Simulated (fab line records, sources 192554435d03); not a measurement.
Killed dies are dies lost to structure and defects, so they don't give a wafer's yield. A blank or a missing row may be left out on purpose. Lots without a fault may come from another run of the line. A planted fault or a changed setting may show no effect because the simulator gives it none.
Which tool did it? | flow n5_finfet | 21 lots, 63 wafers sampled, at 1 step of a route of 1938

WHAT THE GAUGES READ, wafer by wafer
N5_BEOL_M4_CD_MEAS_28: target cd 26.2 nm, target cd y 24.1 nm. Usual: cd_nm 26.19 nm, standard deviation 0.24.
lot  | measured     | on        | cd_nm (nm)        | flag
L075 | day 7 14:08  | cd_sem-01 | 26.16 26.09 26.10 |
L079 | day 9 00:38  | cd_sem-03 | 26.10 26.04 25.83 |
L077 | day 9 00:57  | cd_sem-02 | 26.07 26.05 26.61 |
L080 | day 9 01:44  | cd_sem-01 | 26.39 26.01 25.85 |
L078 | day 9 07:17  | cd_sem-02 | 26.02 26.04 25.99 |
L082 | day 9 08:47  | cd_sem-03 | 26.00 26.18 26.41 |
L083 | day 9 13:57  | cd_sem-02 | 26.29 26.32 26.07 |
L081 | day 9 18:41  | cd_sem-03 | 26.19 25.84 26.73 |
L084 | day 10 15:08 | cd_sem-02 | 26.19 26.27 25.95 |
L085 | day 10 20:07 | cd_sem-01 | 26.72 26.53 26.17 |
L086 | day 10 22:46 | cd_sem-01 | 26.43 26.18 26.57 |
L087 | day 11 05:56 | cd_sem-01 | 26.01 26.43 26.06 |
L088 | day 11 14:52 | cd_sem-03 | 25.93 26.06 26.16 |
L089 | day 12 00:18 | cd_sem-03 | 25.88 26.26 25.89 |
L091 | day 12 03:32 | cd_sem-03 | 26.33 26.33 26.51 |
L090 | day 12 03:43 | cd_sem-03 | 26.39 26.26 25.94 |
L093 | day 12 08:23 | cd_sem-01 | 25.77 26.10 26.20 |
L094 | day 12 23:03 | cd_sem-02 | 26.40 25.73 26.11 |
L095 | day 12 23:07 | cd_sem-02 | 25.89 26.54 26.44 |
L097 | day 13 18:39 | cd_sem-02 | 26.25 26.49 26.59 |
L096 | day 13 19:32 | cd_sem-02 | 26.08 25.88 26.32 |

WHICH TOOL RAN EACH LOT (tool, then ch and the chambers of the sampled wafers, then the start)
The record holds no process step before these readings.

WHAT THE TOOLS THEMSELVES READ (means of the sampled wafers that have a number; where no wafer has one, the mark that the record gives instead)
The record holds no such reading with a usual standard deviation.

THE ANSWER, worked out from the rows above alone
Rule: a lot is off if the mean of its wafers that have a number lies more than 3 standard deviations from the usual mean. A lot without any number at a reading at which 4 lots or more have one is off too. The other lots that the step has rows for count as sound. The gauges are gone through in route order, then the tools' own readings, and for those a lot's mean is taken as printed above. The first step at which some lot is off is used, and at that step the reading that is off furthest; a lot without a number counts as furthest.
No lot is off at any reading shown: from this, nothing can be told.

WHAT THE SIMULATOR HAD PUT IN
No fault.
